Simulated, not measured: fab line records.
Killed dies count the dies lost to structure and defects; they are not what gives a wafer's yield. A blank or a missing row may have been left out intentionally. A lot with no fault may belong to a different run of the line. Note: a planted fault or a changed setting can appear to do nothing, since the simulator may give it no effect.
fab line records + flow n5Finfet
record
- lots=9
- wafers=26
- lastDay=16
route steps=1938 shown MOL_CONTACT_COAG@617 BEOL_M4@1111 MIM_BOT_ETCH@1868 PASS1_CAP@1873 TV_OPEN@1889 PASSIVATION@1936
lots that met no fault: from a run of the same line without faults
startH: the number of hours between the record's first day and the start of the first shown wafer of the lot + waitH: hours since the lot's step before + " as in the row above + L1.1+2: a single row standing in for several wafers + - no value present, or no start provided + * or withheld: withheld + < > ~ a bound
route shown NAME@n: NAME is a module with steps in the file, n the number in the route of the first one + usual: average and standard deviation across the fault-free wafers + same: alike in all rows + chamber/n: place in a boat + sites: per-site readings + _std_site: the values' standard deviation + _edge_site: mean of outer sites minus mean of inner sites + radiusMm: for every site, how far away it sits from the centre of the wafer + mask NAME#n: copy n + behind: tool/chamber where the wafer was last shaped + hold: the reason the lot was held/the length of the hold in hours/how it ended + device: which transistor (n, p or np) failed to switch + end of line: the tests these same wafers got at the end of their route + a step given without rows: its recipe and nothing more + killed: at the first sort, the dies lost to defects and structure; wafer yield is something else + map: shows each die of a wafer: x if killed, . if not, _ if none is there
set.NAME: the run value of the setting; set.NAME@STEP: its run value at that earlier step + model.NAME: the simulator's own value behind a step, which no gauge read
the route's steps for a sample of lots (tables are steps, rows are wafers)
services: the hour from which a tool's chamber was out of use, counted from the record's first day as startH (under 0 if before that day), plus the number of hours and why
## steps
# step N5_MOL_CONTACT_COAG_ETCH_48
# recipe
- chemistry=C4F6/O2
- targetDepthA=150
- overetchA=45
- maskMaterial=SOC
- target=SiOC
- biasW=465
- pressureMtorr=10
- timeS=17
- sourceW=335
- Ar_flow_sccm=300
- C4F6_flow_sccm=10
- O2_flow_sccm=10
- ionEnergyEv=576
# usual
- drypumpMotorCurrentA=5.8/0.33
- oesProductAu=0.68/0.072
- rfVppV=1597/15
- showerheadPlenumPTorr=2.87/0.078
- throttleValvePct=40.4/0.32
| lot.wafer | tool       | chamber | startH | waitH | drypumpMotorCurrentA | oesProductAu | rfHoursCounterH | rfVppV | showerheadPlenumPTorr | throttleValvePct |
|-----------|------------|---------|--------|-------|----------------------|--------------|-----------------|--------|-----------------------|------------------|
| L975.1    | rieDiel-05 | 3       | 112.13 | 0.0   | 5.9                  | 0.60         | 214             | 1599   | 2.81                  | 40.8             |
| L975.4    | "          | 3       | "      | "     | 5.9                  | 0.59         | -               | 1598   | 2.81                  | 40.7             |
| L975.5    | "          | 0       | "      | "     | 5.1                  | 0.62         | -               | 1564   | 2.69                  | 40.8             |
| L976.3    | rieDiel-04 | 2       | 113.11 | 0.0   | 5.9                  | 0.71         | 67              | 1601   | 2.88                  | 40.9             |
| L976.5    | "          | 3       | "      | "     | 5.6                  | 0.58         | -               | 1601   | 2.91                  | 40.4             |
| L976.6    | "          | 2       | "      | "     | 5.9                  | 0.69         | -               | 1601   | 2.88                  | 40.9             |
| L977.2    | rieDiel-05 | 3       | 118.41 | 0.0   | 5.9                  | 0.60         | 217             | 1596   | 2.81                  | 40.7             |
| L977.3    | "          | 2       | "      | "     | 5.8                  | 0.82         | 0               | 1587   | 2.90                  | 39.6             |
| L977.4    | "          | 3       | "      | "     | 5.9                  | 0.60         | -               | 1596   | 2.81                  | 40.7             |
| L978.1    | rieDiel-04 | 1       | 123.09 | 0.0   | 6.0                  | 0.76         | 36              | 1599   | 2.90                  | 40.0             |
| L978.4    | "          | 3       | "      | "     | 5.6                  | 0.59         | 245             | 1600   | 2.91                  | 40.5             |
| L978.5    | "          | 3       | "      | "     | 5.6                  | 0.59         | -               | 1601   | 2.91                  | 40.4             |
| L981.3    | rieDiel-04 | 2       | 143.74 | 0.0   | 5.9                  | 0.70         | 80              | 1600   | 2.87                  | 40.9             |
| L981.5    | "          | 0       | "      | "     | 5.4                  | 0.74         | -               | 1626   | 2.89                  | 40.4             |
| L981.6    | "          | 1       | "      | "     | 6.0                  | 0.76         | -               | 1599   | 2.90                  | 40.1             |
| L982.1    | rieDiel-06 | 1       | 151.55 | 0.0   | 6.5                  | 0.73         | 60              | 1592   | 2.99                  | 40.4             |
| L982.4    | "          | 0       | "      | "     | 5.9                  | 0.63         | 144             | 1568   | 2.84                  | 40.3             |
| L982.6    | "          | 2       | "      | "     | 5.7                  | 0.65         | -               | 1580   | 2.73                  | 40.6             |
| L984.1    | rieDiel-04 | 0       | 165.61 | 0.0   | 5.4                  | 0.71         | 48              | 1624   | 2.89                  | 40.4             |
| L984.2    | "          | 1       | "      | "     | 6.0                  | 0.67         | 55              | 1599   | 2.89                  | 40.0             |
| L984.6    | "          | 1       | "      | "     | 6.0                  | 0.73         | -               | 1598   | 2.89                  | 40.0             |
| L985.3    | rieDiel-04 | 0       | 166.32 | 0.0   | 5.4                  | 0.69         | 48              | 1624   | 2.89                  | 40.4             |
| L985.5    | "          | 3       | "      | "     | 5.6                  | 0.76         | -               | 1600   | 2.91                  | 40.2             |
| L985.6    | "          | 2       | "      | "     | 5.9                  | 0.67         | -               | 1602   | 2.87                  | 40.9             |
| L990.2    | rieDiel-04 | 2       | 194.29 | 0.0   | 5.9                  | 0.74         | 98              | 1601   | 2.86                  | 40.9             |
| L990.3    | "          | 1       | "      | "     | 6.0                  | 0.72         | 63              | 1599   | 2.89                  | 40.1             |
# step N5_BEOL_M4_RC_MEAS_101
# usual
- DIBL_N=36.3/1.4
- DIBL_P=36.2/1.5
- IOFF_N=0.160/0.021
- IOFF_P=0.211/0.027
- ION_N=676/7.7
- ION_P=463/5.5
- SS_N=71.4/0.57
- SS_P=73.3/0.58
- VT_N=249.3/2.5
- VT_P=-250.1/2.6
| lot.wafer | tool      | chamber | startH | waitH | DIBL_N[mV/V] | DIBL_P[mV/V] | IOFF_N[nA/um] | IOFF_P[nA/um] | ION_N[uA/um] | ION_P[uA/um] | SS_N[mV/dec] | SS_P[mV/dec] | VT_N[mV] | VT_P[mV] |
|-----------|-----------|---------|--------|-------|--------------|--------------|---------------|---------------|--------------|--------------|--------------|--------------|----------|----------|
| L975.1    | prober-01 | 0       | 181.54 | 0.0   | 38.2         | 38.3         | 0.174         | 0.251         | 683          | 471          | 72.4         | 73.7         | 248.6    | -245.4   |
| L975.4    | "         | 0       | "      | "     | 37.7         | 36.9         | 0.154         | 0.215         | 675          | 464          | 72.0         | 73.3         | 250.5    | -246.7   |
| L975.5    | "         | 0       | "      | "     | 39.7         | 38.2         | 0.195         | 0.248         | 675          | 465          | 72.0         | 73.9         | 248.5    | -249.7   |
| L977.2    | prober-02 | 0       | 183.71 | 0.2   | 37.4         | 37.7         | 0.176         | 0.234         | 681          | 472          | 71.2         | 74.2         | 245.6    | -246.2   |
| L977.3    | "         | 0       | "      | "     | 37.2         | 36.4         | 0.156         | 0.216         | 669          | 460          | 71.7         | 74.4         | 251.1    | -246.7   |
| L977.4    | "         | 0       | "      | "     | 37.6         | 37.6         | 0.172         | 0.230         | 673          | 465          | 71.4         | 73.6         | 246.3    | -246.6   |
| L976.3    | prober-01 | 0       | 186.48 | 0.3   | 34.7         | 35.4         | 0.147         | 0.193         | 674          | 461          | 70.8         | 72.1         | 249.7    | -250.8   |
| L976.5    | "         | 0       | "      | "     | 35.4         | 35.5         | 0.154         | 0.193         | 673          | 457          | 71.6         | 73.2         | 250.8    | -250.3   |
| L976.6    | "         | 0       | "      | "     | 35.9         | 36.0         | 0.162         | 0.212         | 676          | 463          | 71.6         | 72.9         | 249.0    | -249.7   |
| L978.1    | prober-02 | 0       | 189.07 | 0.0   | 37.4         | 38.7         | 0.190         | 0.217         | 691          | 466          | 71.3         | 72.6         | 247.0    | -251.9   |
| L978.4    | "         | 0       | "      | "     | 35.2         | 35.6         | 0.150         | 0.176         | 671          | 457          | 70.5         | 72.5         | 248.2    | -253.0   |
| L978.5    | "         | 0       | "      | "     | 37.5         | 38.4         | 0.201         | 0.208         | 688          | 466          | 71.4         | 72.7         | 245.2    | -251.5   |
| L981.3    | prober-01 | 0       | 214.55 | 0.3   | 37.1         | 35.6         | 0.154         | 0.203         | 673          | 460          | 71.1         | 73.5         | 250.1    | -250.2   |
| L981.5    | "         | 0       | "      | "     | 35.9         | 34.0         | 0.139         | 0.198         | 677          | 469          | 70.9         | 72.5         | 249.1    | -248.9   |
| L981.6    | "         | 0       | "      | "     | 36.6         | 34.4         | 0.144         | 0.193         | 665          | 468          | 70.8         | 72.9         | 248.3    | -249.8   |
| L982.1    | prober-01 | 0       | 217.77 | 0.0   | 35.9         | 37.6         | 0.178         | 0.229         | 687          | 463          | 71.1         | 73.7         | 248.4    | -251.9   |
| L982.4    | "         | 0       | "      | "     | 35.3         | 36.3         | 0.157         | 0.213         | 672          | 461          | 70.7         | 73.3         | 251.2    | -250.3   |
| L982.6    | "         | 0       | "      | "     | 35.4         | 35.6         | 0.154         | 0.201         | 679          | 461          | 70.4         | 73.0         | 248.0    | -248.6   |
| L985.3    | prober-01 | 0       | 238.67 | 0.3   | 34.4         | 35.3         | 0.131         | 0.202         | 670          | 464          | 71.1         | 72.9         | 252.5    | -251.6   |
| L985.5    | "         | 0       | "      | "     | 36.0         | 37.7         | 0.168         | 0.234         | 674          | 470          | 71.9         | 74.5         | 247.5    | -246.9   |
| L985.6    | "         | 0       | "      | "     | 35.0         | 35.8         | 0.136         | 0.205         | 660          | 456          | 71.7         | 73.6         | 252.5    | -250.2   |
| L984.1    | prober-01 | 0       | 244.78 | 0.0   | 34.8         | 33.4         | 0.129         | 0.172         | 665          | 459          | 71.0         | 72.6         | 253.6    | -249.8   |
| L984.2    | "         | 0       | "      | "     | 37.6         | 37.7         | 0.172         | 0.227         | 680          | 464          | 71.2         | 73.9         | 246.5    | -248.4   |
| L984.6    | "         | 0       | "      | "     | 35.2         | 33.9         | 0.131         | 0.173         | 677          | 459          | 71.1         | 72.5         | 250.5    | -249.7   |
| L990.2    | prober-01 | 0       | 265.59 | 0.2   | 38.8         | 38.3         | 0.210         | 0.260         | 679          | 466          | 71.5         | 73.9         | 245.5    | -248.1   |
| L990.3    | "         | 0       | "      | "     | 36.8         | 36.7         | 0.172         | 0.236         | 685          | 462          | 71.6         | 73.6         | 248.6    | -248.9   |
# step N5_MIM_BOT_ETCH_ETCH_00
# recipe
- chemistry=Cl2/BCl3
- target=TiN
- targetDepthA=455
- ionEnergyEv=150
- pressureMtorr=10
- icpW=1000
- biasW=126
- Cl2_flow_sccm=53.25
- bcl3FlowSccm=21.75
- Ar_flow_sccm=25
# usual
- drypumpMotorCurrentA=5.8/0.46
- mfcCl2Sccm=53.28/0.16
- oesProductAu=0.72/0.087
- throttleValvePct=22.13/0.18
| lot.wafer | tool        | chamber | startH | waitH | drypumpMotorCurrentA | mfcCl2Sccm | oesProductAu | rfHoursCounterH | throttleValvePct |
|-----------|-------------|---------|--------|-------|----------------------|------------|--------------|-----------------|------------------|
| L975.1    | rieMetal-01 | 1       | 275.94 | 0.1   | 5.9                  | 53.51      | 0.68         | 85              | 22.02            |
| L975.4    | "           | 1       | "      | "     | 5.9                  | 53.23      | 0.68         | -               | 22.02            |
| L975.5    | "           | 1       | "      | "     | 5.9                  | 53.27      | 0.68         | -               | 22.03            |
| L977.2    | rieMetal-03 | 0       | 276.25 | 0.1   | 6.1                  | 53.03      | 0.77         | 54              | 22.31            |
| L977.3    | "           | 1       | "      | "     | 6.1                  | 53.58      | 0.87         | -               | 22.08            |
| L977.4    | "           | 0       | "      | "     | 6.1                  | 52.66      | 0.76         | -               | 22.30            |
| L976.3    | rieMetal-03 | 1       | 278.36 | 0.1   | 6.1                  | 53.26      | 0.86         | -               | 22.10            |
| L976.5    | "           | 0       | "      | "     | 6.1                  | 52.98      | 0.76         | -               | 22.31            |
| L976.6    | "           | 1       | "      | "     | 6.1                  | 53.41      | 0.87         | -               | 22.08            |
| L978.1    | rieMetal-01 | 1       | 281.41 | 0.1   | 5.9                  | 53.41      | 0.69         | 86              | 22.02            |
| L978.4    | "           | 1       | "      | "     | 5.9                  | 53.12      | 0.68         | -               | 22.00            |
| L978.5    | "           | 1       | "      | "     | 5.9                  | 53.23      | 0.68         | -               | 22.01            |
| L982.1    | rieMetal-01 | 1       | 299.07 | 0.1   | 5.9                  | 53.37      | 0.68         | 88              | 22.02            |
| L982.4    | "           | 1       | "      | "     | 5.9                  | 53.51      | 0.68         | -               | 22.02            |
| L982.6    | "           | 0       | "      | "     | 5.0                  | 53.40      | 0.71         | -               | 21.98            |
| L981.3    | rieMetal-01 | 0       | 306.18 | 0.1   | 5.0                  | 52.75      | 0.71         | -               | 21.98            |
| L981.5    | "           | 1       | "      | "     | 6.0                  | 53.12      | 0.68         | -               | 22.03            |
| L981.6    | "           | 0       | "      | "     | 5.0                  | 53.25      | 0.70         | -               | 21.97            |
| L985.3    | rieMetal-02 | 0       | 326.03 | 0.1   | 6.0                  | 53.26      | 0.65         | -               | 22.13            |
| L985.5    | "           | 1       | "      | "     | 6.3                  | 53.08      | 0.64         | -               | 22.54            |
| L985.6    | "           | 0       | "      | "     | 6.0                  | 53.54      | 0.64         | -               | 22.13            |
| L984.1    | rieMetal-02 | 1       | 346.11 | 0.1   | 6.4                  | 53.43      | 0.64         | 106             | 22.55            |
| L984.2    | "           | 0       | "      | "     | 6.1                  | 53.26      | 0.63         | 102             | 22.13            |
| L984.6    | "           | 1       | "      | "     | 6.3                  | 53.26      | 0.64         | -               | 22.54            |
| L990.2    | rieMetal-02 | 0       | 362.88 | 0.2   | 6.0                  | 53.34      | 0.64         | -               | 22.13            |
| L990.3    | "           | 0       | "      | "     | 6.0                  | 53.24      | 0.64         | -               | 22.13            |
# step N5_PASSIVATION_PECVD_55
# recipe
- material=SiO2
- targetThkA=4000
- tempC=400
- precursor=SiH4/N2O
- pressureTorr=2.7
- rfW=608
- timeS=22.5
# usual
- heaterPowerW=655/68
- showerheadPlenumPTorr=8.23/0.055
- susceptorTempC=400.00/0.21
- throttleValvePct=50.5/2.1
| lot.wafer | tool     | chamber | startH | waitH | heaterPowerW | showerheadPlenumPTorr | sinceWetCleanH | susceptorTempC | throttleValvePct |
|-----------|----------|---------|--------|-------|--------------|-----------------------|----------------|----------------|------------------|
| L975.1    | pecvd-01 | 2       | 276.59 | 0.0   | 568          | 8.16                  | 408            | 400.03         | 49.3             |
| L975.4    | "        | 0       | "      | "     | 713          | 8.24                  | -              | 399.72         | 54.7             |
| L975.5    | "        | 2       | "      | "     | 604          | 8.16                  | -              | 400.01         | 49.5             |
| L977.2    | pecvd-03 | 1       | 277.01 | 0.0   | 688          | 8.28                  | 2068           | 400.11         | 50.4             |
| L977.3    | "        | 2       | "      | "     | 798          | 8.24                  | 589            | 399.80         | 49.4             |
| L977.4    | "        | 0       | "      | "     | 618          | 8.32                  | -              | 400.34         | 48.8             |
| L976.3    | pecvd-01 | 2       | 279.16 | 0.0   | 678          | 8.16                  | 410            | 400.09         | 49.6             |
| L976.5    | "        | 1       | "      | "     | 635          | 8.22                  | -              | 399.74         | 50.6             |
| L976.6    | "        | 0       | "      | "     | 639          | 8.26                  | -              | 400.05         | 54.8             |
| L978.1    | pecvd-01 | 0       | 282.08 | 0.0   | 675          | 8.25                  | 1167           | 400.26         | 54.8             |
| L978.4    | "        | 2       | "      | "     | 692          | 8.15                  | -              | 400.44         | 49.8             |
| L978.5    | "        | 1       | "      | "     | 563          | 8.21                  | -              | 399.84         | 50.5             |
| L982.1    | pecvd-01 | 0       | 299.71 | 0.0   | 651          | 8.23                  | 1185           | 399.80         | 54.6             |
| L982.4    | "        | 0       | "      | "     | 669          | 8.25                  | -              | 400.16         | 54.9             |
| L982.6    | "        | 0       | "      | "     | 703          | 8.26                  | -              | 400.28         | 54.9             |
| L981.3    | pecvd-03 | 2       | 306.82 | 0.0   | 646          | 8.25                  | 619            | 399.90         | 49.5             |
| L981.5    | "        | 1       | "      | "     | 693          | 8.30                  | -              | 400.36         | 50.7             |
| L981.6    | "        | 0       | "      | "     | 654          | 8.32                  | -              | 400.12         | 48.8             |
| L985.3    | pecvd-03 | 0       | 326.81 | 0.0   | 696          | 8.33                  | 1393           | 399.76         | 48.7             |
| L985.5    | "        | 2       | "      | "     | 823          | 8.26                  | -              | 399.96         | 49.7             |
| L985.6    | "        | 1       | "      | "     | 601          | 8.29                  | -              | 399.79         | 50.5             |
| L984.1    | pecvd-01 | 0       | 346.75 | 0.0   | 702          | 8.22                  | 1232           | 399.86         | 54.6             |
| L984.2    | "        | 2       | "      | "     | 689          | 8.15                  | 478            | 400.75         | 50.1             |
| L984.6    | "        | 2       | "      | "     | 544          | 8.17                  | -              | 400.25         | 50.2             |
| L990.2    | pecvd-04 | 1       | 363.60 | 0.0   | 647          | 8.21                  | 371            | 399.74         | 47.1             |
| L990.3    | "        | 2       | "      | "     | 570          | 8.22                  | 132            | 400.12         | 49.4             |
# step N5_PASSIVATION_STRIP_14
# recipe
- chemistry=O2
- powerW=600
- tempC=60
- pressureMtorr=30
- rfFrequencyHz=6e+07
- biasPowerW=0
- overashFraction=0.5
- o2FlowSccm=225
# usual
- drypumpMotorCurrentA=5.7/0.49
- oesProductAu=0.81/0.065
- rfVppV=3.8/0.95
- showerheadPlenumPTorr=2.11/0.064
- throttleValvePct=16.57/0.17
| lot.wafer | tool       | chamber | startH | waitH | drypumpMotorCurrentA | oesProductAu | rfHoursCounterH | rfVppV | showerheadPlenumPTorr | throttleValvePct |
|-----------|------------|---------|--------|-------|----------------------|--------------|-----------------|--------|-----------------------|------------------|
| L975.1    | rieDiel-02 | 2       | 277.69 | 0.1   | 5.0                  | 0.78         | 112             | 4.1    | 2.02                  | 16.70            |
| L975.4    | "          | 0       | "      | "     | 6.2                  | 0.73         | -               | 3.6    | 2.17                  | 16.39            |
| L975.5    | "          | 1       | "      | "     | 5.8                  | 0.92         | -               | 4.5    | 2.05                  | 16.67            |
| L977.2    | rieDiel-01 | 0       | 278.86 | 0.1   | 5.8                  | 0.81         | 77              | 4.5    | 2.22                  | 16.78            |
| L977.3    | "          | 2       | "      | "     | 4.9                  | 0.80         | 110             | 3.0    | 2.02                  | 16.42            |
| L977.4    | "          | 1       | "      | "     | 5.7                  | 0.74         | 166             | 3.7    | 2.10                  | 16.64            |
| L976.3    | rieDiel-02 | 2       | 280.40 | 0.1   | 5.1                  | 0.80         | 114             | 3.7    | 2.02                  | 16.73            |
| L976.5    | "          | 2       | "      | "     | 5.1                  | 0.79         | -               | 4.0    | 2.02                  | 16.72            |
| L976.6    | "          | 1       | "      | "     | 5.8                  | 0.93         | -               | 3.9    | 2.05                  | 16.67            |
| L978.1    | rieDiel-03 | 1       | 283.04 | 0.1   | 6.6                  | 0.69         | 234             | 3.4    | 2.15                  | 16.82            |
| L978.4    | "          | 0       | "      | "     | 5.7                  | 0.87         | 47              | 3.0    | 2.05                  | 16.21            |
| L978.5    | "          | 0       | "      | "     | 5.6                  | 0.90         | -               | 4.0    | 2.05                  | 16.15            |
| L982.1    | rieDiel-03 | 1       | 300.88 | 0.1   | 6.6                  | 0.70         | 240             | 4.1    | 2.15                  | 16.82            |
| L982.4    | "          | 0       | "      | "     | 5.6                  | 0.87         | 52              | 3.6    | 2.05                  | 16.20            |
| L982.6    | "          | 3       | "      | "     | 5.7                  | 0.86         | -               | 2.4    | 2.13                  | 16.59            |
| L981.3    | rieDiel-02 | 3       | 307.80 | 0.1   | 4.9                  | 0.93         | 7               | 3.8    | 2.14                  | 16.43            |
| L981.5    | "          | 1       | "      | "     | 5.8                  | 0.93         | -               | 3.3    | 2.05                  | 16.70            |
| L981.6    | "          | 2       | "      | "     | 5.0                  | 0.78         | -               | 2.4    | 2.02                  | 16.73            |
| L985.3    | rieDiel-03 | 1       | 330.27 | 0.1   | 6.6                  | 0.70         | 247             | 4.3    | 2.14                  | 16.79            |
| L985.5    | "          | 0       | "      | "     | 5.7                  | 0.87         | -               | 3.3    | 2.05                  | 16.22            |
| L985.6    | "          | 3       | "      | "     | 5.8                  | 0.84         | -               | 2.6    | 2.13                  | 16.61            |
| L984.1    | rieDiel-03 | 3       | 349.53 | 0.1   | 5.7                  | 0.82         | 79              | 3.9    | 2.13                  | 16.60            |
| L984.2    | "          | 2       | "      | "     | 6.4                  | 0.82         | 90              | 4.2    | 2.20                  | 16.53            |
| L984.6    | "          | 2       | "      | "     | 6.3                  | 0.81         | -               | 3.7    | 2.20                  | 16.51            |
| L990.2    | rieDiel-03 | 0       | 364.79 | 0.1   | 5.6                  | 0.85         | 72              | 2.7    | 2.04                  | 16.24            |
| L990.3    | "          | 2       | "      | "     | 6.4                  | 0.80         | 92              | 3.0    | 2.20                  | 16.51            |
# step N5_PASSIVATION_PROBE_49
# usual
- defectLimitedYield=91.3/1.4
- killed_at_M0_to_M3=34/10
- killed_at_M4_up=13/4.8
- killedAtContacts=12/6.1
- killedAtFrontEnd=40/11
- killedAtOther=3.7/2.8
- killedDies=103/16
- killedOpen=67/12
- killedShort=34/7.4
- sort_bin_5_function=5.1/0.95
- sort_bin_6_memory=3.2/0.62
- sortNPass=1077/16
- sortYieldPct=91.3/1.4
# same
- grossDies=1180
- killedAtBackSide=0
- sort_bin_4_leakage[%]=0
- sort_bin_8_speed[%]=0
| lot.wafer | tool      | chamber | startH | waitH | defectLimitedYield[%] | killed_at_M0_to_M3 | killed_at_M4_up | killedAtContacts | killedAtFrontEnd | killedAtOther | killedDies | killedOpen | killedShort | sort_bin_5_function[%] | sort_bin_6_memory[%] | sortNPass | sortYieldPct[%] |
|-----------|-----------|---------|--------|-------|-----------------------|--------------------|-----------------|------------------|------------------|---------------|------------|------------|-------------|------------------------|----------------------|-----------|-----------------|
| L990.2    | prober-02 | -       | 371.78 | 0.1   | 90.9                  | 36                 | 25              | 16               | 30               | 0             | 107        | 76         | 31          | 5.4                    | 3.4                  | 1073      | 90.9            |
| L990.3    | prober-02 | -       | 371.83 | 0.1   | 80.4                  | 36                 | 12              | 143              | 35               | 5             | 231        | 78         | 39          | 14.7                   | 4.2                  | 949       | 80.4            |
# killed by level:class
L990.2 BEOL_M4:geometricParticle:open=20 MOL_CONTACT_COAG:geometricParticle:open=13 STI_FIN_REVEAL:geometricParticle:open=8 BEOL_M1:geometricParticle:open=8 BEOL_M0_SAQP:geometricParticle:open=7 BEOL_M0_SAQP:geometricParticle:short=6 BEOL_M3:geometricParticle:open=6 DUMMY_GATE:geometricParticle:open=4
L990.3 MOL_CONTACT_COAG:areaEtch=112 MOL_CONTACT_COAG:geometricParticle:open=22 FIN_SAQP:geometricParticle:short=9 BEOL_M0_SAQP:geometricParticle:open=9 MOL_CONTACT_COAG:geometricParticle:short=8 BEOL_M1:geometricParticle:open=8 BEOL_M3:geometricParticle:open=8 STI_FIN_REVEAL:geometricParticle:open=6
## services
| tool        | chamber | startH | hours | kind   |
|-------------|---------|--------|-------|--------|
| rieDiel-02  | 3       | 88.48  | 5.4   | repair |
| rieDiel-04  | 1       | 104.02 | 9.3   | repair |
| rieDiel-02  | 0       | 141.71 | 3.3   | repair |
| pecvd-01    | -       | 145.65 | 1.2   | repair |
| rieDiel-03  | 3       | 151.46 | 4.3   | repair |
| pecvd-01    | -       | 154.03 | 5.5   | pm     |
| rieMetal-01 | 1       | 161.67 | 9.4   | repair |
| rieDiel-03  | 2       | 170.31 | 8.0   | repair |
| pecvd-03    | 0       | 199.89 | 3.5   | repair |
| rieDiel-03  | 3       | 214.67 | 3.1   | repair |
| rieDiel-02  | -       | 219.04 | 0.7   | repair |
| rieMetal-01 | -       | 224.32 | 1.4   | pm     |
| rieDiel-03  | 2       | 224.91 | 9.3   | repair |
| rieDiel-03  | 0       | 240.51 | 12.8  | repair |
| pecvd-01    | 1       | 289.93 | 18.0  | repair |
| pecvd-01    | 0       | 293.05 | 6.1   | repair |
| rieDiel-04  | 0       | 314.36 | 2.7   | repair |
| pecvd-01    | 2       | 315.64 | 3.9   | repair |
| pecvd-01    | -       | 318.23 | 0.4   | repair |
| rieMetal-01 | -       | 321.67 | 1.0   | repair |
| rieDiel-03  | -       | 349.76 | 2.8   | pm     |
| rieDiel-04  | -       | 351.06 | 0.5   | repair |
| rieDiel-03  | 2       | 355.42 | 7.3   | repair |
| rieDiel-04  | 0       | 359.64 | 29.0  | repair |
## key
firstSign
- step=N5_PASSIVATION_PROBE_49
- reading=killedAtContacts
- direction=up
- sigmas=21
- usual=12
- struck=143
effect
- step=N5_PASSIVATION_PROBE_49
- reading=sort_bin_5_function
- direction=up
- sigmas=10
- usual=5.1
- struck=14.7
moreKillsBornAt
- N5_MOL_CONTACT_COAG_ETCH_48@rieDiel-04=112
metAt N5_MOL_CONTACT_COAG_ETCH_48
struckLots L990
struckWafers L990.3
notActingAt N5_MIM_BOT_ETCH_ETCH_00,N5_PASSIVATION_PECVD_55,N5_PASSIVATION_STRIP_14
onsetBetween 166.32 194.29
fault
- kind=processParameterDrift
- tool=rieDiel-04
- chamber=-
- onsetH=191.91
- steps=N5_MOL_CONTACT_COAG_ETCH_48
- channel=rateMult
- offset=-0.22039
- shape=step
- endH=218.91
- scope=struckWafersOnly
